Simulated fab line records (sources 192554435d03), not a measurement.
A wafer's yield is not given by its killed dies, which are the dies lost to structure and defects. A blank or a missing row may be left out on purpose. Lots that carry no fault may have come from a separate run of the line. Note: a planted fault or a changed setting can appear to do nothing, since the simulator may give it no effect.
Matching of chambers / flow n5-finfet / rie-diel-01 running N5_BEOL_M10_STRIP_19: 4 sister chambers
The step strips in O2. 16 wafers are shown with their chamber, then 8 later ones without.

== EACH WAFER AND ITS CHAMBER ==
wafer=L076.1; chamber=3; throttle-valve-pct (%)=16.90; oes-product-au (a.u.)=0.72; showerhead-plenum-p-Torr (Torr)=2.07
wafer=L076.4; chamber=2; throttle-valve-pct (%)=16.85; oes-product-au (a.u.)=0.78; showerhead-plenum-p-Torr (Torr)=2.11
wafer=L076.6; chamber=2; throttle-valve-pct (%)=16.84; oes-product-au (a.u.)=0.78; showerhead-plenum-p-Torr (Torr)=2.11
wafer=L075.2; chamber=2; throttle-valve-pct (%)=16.85; oes-product-au (a.u.)=0.78; showerhead-plenum-p-Torr (Torr)=2.11
wafer=L075.4; chamber=1; throttle-valve-pct (%)=16.55; oes-product-au (a.u.)=0.87; showerhead-plenum-p-Torr (Torr)=2.12
wafer=L075.6; chamber=0; throttle-valve-pct (%)=16.77; oes-product-au (a.u.)=0.81; showerhead-plenum-p-Torr (Torr)=2.11
wafer=L078.2; chamber=0; throttle-valve-pct (%)=16.76; oes-product-au (a.u.)=0.81; showerhead-plenum-p-Torr (Torr)=2.11
wafer=L078.4; chamber=3; throttle-valve-pct (%)=16.91; oes-product-au (a.u.)=0.73; showerhead-plenum-p-Torr (Torr)=2.07
wafer=L078.6; chamber=2; throttle-valve-pct (%)=16.87; oes-product-au (a.u.)=0.78; showerhead-plenum-p-Torr (Torr)=2.11
wafer=L081.1; chamber=3; throttle-valve-pct (%)=16.91; oes-product-au (a.u.)=0.71; showerhead-plenum-p-Torr (Torr)=2.06
wafer=L081.2; chamber=0; throttle-valve-pct (%)=16.77; oes-product-au (a.u.)=0.80; showerhead-plenum-p-Torr (Torr)=2.11
wafer=L081.6; chamber=1; throttle-valve-pct (%)=16.56; oes-product-au (a.u.)=0.86; showerhead-plenum-p-Torr (Torr)=2.11
wafer=L084.2; chamber=1; throttle-valve-pct (%)=16.58; oes-product-au (a.u.)=0.85; showerhead-plenum-p-Torr (Torr)=2.11
wafer=L084.5; chamber=2; throttle-valve-pct (%)=16.91; oes-product-au (a.u.)=0.75; showerhead-plenum-p-Torr (Torr)=2.10
wafer=L084.6; chamber=3; throttle-valve-pct (%)=16.92; oes-product-au (a.u.)=0.71; showerhead-plenum-p-Torr (Torr)=2.06
wafer=L089.1; chamber=2; throttle-valve-pct (%)=16.92; oes-product-au (a.u.)=0.76; showerhead-plenum-p-Torr (Torr)=2.10

SIGNATURES (averages over the wafers above)
reading=throttle-valve-pct; chamber 0=16.7667; chamber 1=16.5633; chamber 2=16.8733; chamber 3=16.9100; scatter within a chamber=0.0232
reading=oes-product-au; chamber 0=0.8067; chamber 1=0.8600; chamber 2=0.7717; chamber 3=0.7175; scatter within a chamber=0.0109
reading=showerhead-plenum-p-Torr; chamber 0=2.1100; chamber 1=2.1133; chamber 2=2.1067; chamber 3=2.0650; scatter within a chamber=0.005
Rule: for each reading, subtract the chamber's mean from the wafer's reading, divide by that reading's scatter and square the result; add these up over the readings and take the root, which gives the wafer's distance from the chamber. If the next closest chamber is less than 2 further off than the closest, the wafer can't be placed; otherwise it belongs to the closest. The scatter: the root of (the sum of the squares of (reading less its chamber's mean) over the shown wafers, divided by (wafers less chambers)).

== WAFERS WITHOUT THEIR CHAMBER ==
wafer=L089.4; throttle-valve-pct (%)=16.93; oes-product-au (a.u.)=0.71; showerhead-plenum-p-Torr (Torr)=2.06
wafer=L089.6; throttle-valve-pct (%)=16.90; oes-product-au (a.u.)=0.76; showerhead-plenum-p-Torr (Torr)=2.10
wafer=L086.1; throttle-valve-pct (%)=16.81; oes-product-au (a.u.)=0.78; showerhead-plenum-p-Torr (Torr)=2.10
wafer=L086.3; throttle-valve-pct (%)=16.58; oes-product-au (a.u.)=0.83; showerhead-plenum-p-Torr (Torr)=2.11
wafer=L086.5; throttle-valve-pct (%)=16.89; oes-product-au (a.u.)=0.76; showerhead-plenum-p-Torr (Torr)=2.10
wafer=L093.2; throttle-valve-pct (%)=16.92; oes-product-au (a.u.)=0.75; showerhead-plenum-p-Torr (Torr)=2.10
wafer=L093.3; throttle-valve-pct (%)=16.63; oes-product-au (a.u.)=0.82; showerhead-plenum-p-Torr (Torr)=2.10
wafer=L093.4; throttle-valve-pct (%)=16.98; oes-product-au (a.u.)=0.71; showerhead-plenum-p-Torr (Torr)=2.05

== WHICH CHAMBER EACH ONE RAN IN ==
wafer=L089.4; from the rows above=3; in truth=3
wafer=L089.6; from the rows above=2; in truth=2
wafer=L086.1; from the rows above=can't be placed: 2 or 0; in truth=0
wafer=L086.3; from the rows above=1; in truth=1
wafer=L086.5; from the rows above=2; in truth=2
wafer=L093.2; from the rows above=2; in truth=2
wafer=L093.3; from the rows above=can't be placed: 1 or 0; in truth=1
wafer=L093.4; from the rows above=3; in truth=3
Correct placement for 6 of the 8. From these rows, 2 cannot be placed; in 2 the true chamber is one of the candidates. Number placed wrongly: 0.
